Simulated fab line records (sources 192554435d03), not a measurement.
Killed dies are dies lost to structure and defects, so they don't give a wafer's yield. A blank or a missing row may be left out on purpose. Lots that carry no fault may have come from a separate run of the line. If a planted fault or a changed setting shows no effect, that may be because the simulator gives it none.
Split-lot study / flow n5Finfet / 7 lots, 21 wafers read, on a route of 1938 steps

== SPLIT DETAILS ==
At N5_BEOL_M3_ETCH_64 (etches SOC in N2/H2, target depth 75 nm, overetch 15 nm, time 112.5 s), the setting timeS was moved away from the recipe's 112.5 s on 6 of the 21 wafers read, by -20.6% to -10.2%. The other wafers ran this setting at the recipe's value.

The reading comes from the split's own step.

== THE READING ==
SiARC_of_BEOL_M3_COAT_62.thkNm (the simulator's own value, which no gauge read), in nm, at N5_BEOL_M3_ETCH_64 (etches SOC in N2/H2, target depth 75 nm, overetch 15 nm, time 112.5 s). No usual value for it is given in the file. Across the 15 wafers here that went through the recipe, the average is 6.8 nm and the standard deviation 0.18 nm.

wafer=L076.3; tool, chamber at the split=rieDiel-01, 3,2,3; timeS as run, s=112.5; against the recipe=recipe; SiARC_of_BEOL_M3_COAT_62.thkNm, nm=6.8; against lot-mates on the recipe=-
wafer=L076.5; tool, chamber at the split=rieDiel-01, 3,2,3; timeS as run, s=112.5; against the recipe=recipe; SiARC_of_BEOL_M3_COAT_62.thkNm, nm=6.8; against lot-mates on the recipe=-
wafer=L076.6; tool, chamber at the split=rieDiel-01, 3,2,3; timeS as run, s=112.5; against the recipe=recipe; SiARC_of_BEOL_M3_COAT_62.thkNm, nm=6.8; against lot-mates on the recipe=-
wafer=L080.2; tool, chamber at the split=rieDiel-01, 1; timeS as run, s=112.5; against the recipe=recipe; SiARC_of_BEOL_M3_COAT_62.thkNm, nm=6.8; against lot-mates on the recipe=-
wafer=L080.5; tool, chamber at the split=rieDiel-01, 1,2; timeS as run, s=101; against the recipe=-10.2%; SiARC_of_BEOL_M3_COAT_62.thkNm, nm=7.4; against lot-mates on the recipe=+0.6
wafer=L080.6; tool, chamber at the split=rieDiel-01, 1,2; timeS as run, s=101; against the recipe=-10.2%; SiARC_of_BEOL_M3_COAT_62.thkNm, nm=7.4; against lot-mates on the recipe=+0.6
wafer=L082.3; tool, chamber at the split=rieDiel-01, 3; timeS as run, s=89.3; against the recipe=-20.6%; SiARC_of_BEOL_M3_COAT_62.thkNm, nm=8; against lot-mates on the recipe=+1.2
wafer=L082.5; tool, chamber at the split=rieDiel-01, 2; timeS as run, s=112.5; against the recipe=recipe; SiARC_of_BEOL_M3_COAT_62.thkNm, nm=6.8; against lot-mates on the recipe=-
wafer=L082.6; tool, chamber at the split=rieDiel-01, 3; timeS as run, s=89.3; against the recipe=-20.6%; SiARC_of_BEOL_M3_COAT_62.thkNm, nm=7.8; against lot-mates on the recipe=+1.0
wafer=L084.1; tool, chamber at the split=rieDiel-05, 1,3,2; timeS as run, s=112.5; against the recipe=recipe; SiARC_of_BEOL_M3_COAT_62.thkNm, nm=7; against lot-mates on the recipe=-
wafer=L084.2; tool, chamber at the split=rieDiel-05, 1,3,2; timeS as run, s=112.5; against the recipe=recipe; SiARC_of_BEOL_M3_COAT_62.thkNm, nm=7; against lot-mates on the recipe=-
wafer=L084.6; tool, chamber at the split=rieDiel-05, 1,3,2; timeS as run, s=112.5; against the recipe=recipe; SiARC_of_BEOL_M3_COAT_62.thkNm, nm=7; against lot-mates on the recipe=-
wafer=L094.1; tool, chamber at the split=rieDiel-01, 2,3; timeS as run, s=112.5; against the recipe=recipe; SiARC_of_BEOL_M3_COAT_62.thkNm, nm=6.8; against lot-mates on the recipe=-
wafer=L094.4; tool, chamber at the split=rieDiel-01, 2,3; timeS as run, s=112.5; against the recipe=recipe; SiARC_of_BEOL_M3_COAT_62.thkNm, nm=6.8; against lot-mates on the recipe=-
wafer=L094.5; tool, chamber at the split=rieDiel-01, 0; timeS as run, s=112.5; against the recipe=recipe; SiARC_of_BEOL_M3_COAT_62.thkNm, nm=6.6; against lot-mates on the recipe=-
wafer=L089.1; tool, chamber at the split=rieDiel-01, 1; timeS as run, s=112.5; against the recipe=recipe; SiARC_of_BEOL_M3_COAT_62.thkNm, nm=6.4; against lot-mates on the recipe=-
wafer=L089.4; tool, chamber at the split=rieDiel-01, 0; timeS as run, s=112.5; against the recipe=recipe; SiARC_of_BEOL_M3_COAT_62.thkNm, nm=6.6; against lot-mates on the recipe=-
wafer=L089.6; tool, chamber at the split=rieDiel-01, 2; timeS as run, s=112.5; against the recipe=recipe; SiARC_of_BEOL_M3_COAT_62.thkNm, nm=6.8; against lot-mates on the recipe=-
wafer=L091.3; tool, chamber at the split=rieDiel-01, 1; timeS as run, s=112.5; against the recipe=recipe; SiARC_of_BEOL_M3_COAT_62.thkNm, nm=6.4; against lot-mates on the recipe=-
wafer=L091.4; tool, chamber at the split=rieDiel-01, 2; timeS as run, s=89.54; against the recipe=-20.4%; SiARC_of_BEOL_M3_COAT_62.thkNm, nm=7.8; against lot-mates on the recipe=+1.4
wafer=L091.5; tool, chamber at the split=rieDiel-01, 1; timeS as run, s=89.54; against the recipe=-20.4%; SiARC_of_BEOL_M3_COAT_62.thkNm, nm=7.6; against lot-mates on the recipe=+1.2
Where a row lists several chambers, the file gives one row for several wafers and doesn't say which wafer went through which chamber.

THE FIT
A straight line over all 21 wafers: SiARC_of_BEOL_M3_COAT_62.thkNm changes by -0.0517 nm for each +1% of timeS; r = -0.93; the points scatter about the line by 0.18 nm.
The same after taking each lot's own level away (the mean of its wafers on the recipe; 21 wafers): -0.0585 nm for each +1%; r = -0.98; scatter 0.1 nm.
Per that fit: largest timeS move, reading shift of 1.2 nm.
Measured against the standard deviation above, the lots' own levels, which go from 6.40 to 7.00 nm, span 3.3 times it.
Thus the slope moves with the lot-to-lot level: the two fits are different.
Check: with one of the wafers moved furthest among these (-20.6%) left out of the fit, the line predicts +1.21 nm for it against its lot-mates. Against them it came out at +1.2 nm.

== THE OTHER SPLITS THESE WAFERS WENT THROUGH ==
Note: prior to the reading, these wafers also went through further splits. Each is held against what the fit with the lots' levels taken away leaves over:
other split on the same wafers=N5_BEOL_M2_ETCH_64 biasW; wafers away from the commonest value=7; r with SiARC_of_BEOL_M3_COAT_62.thkNm (lot level and that fit taken away)=+0.00
other split on the same wafers=N5_BEOL_M2_TRENCH_ETCH_37 timeS; wafers away from the commonest value=9; r with SiARC_of_BEOL_M3_COAT_62.thkNm (lot level and that fit taken away)=-0.17

== THE FILE'S OWN FIT ==
SiARC_of_BEOL_M3_COAT_62.thkNm changes by -0.0585 nm for each +1% of timeS, r = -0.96.
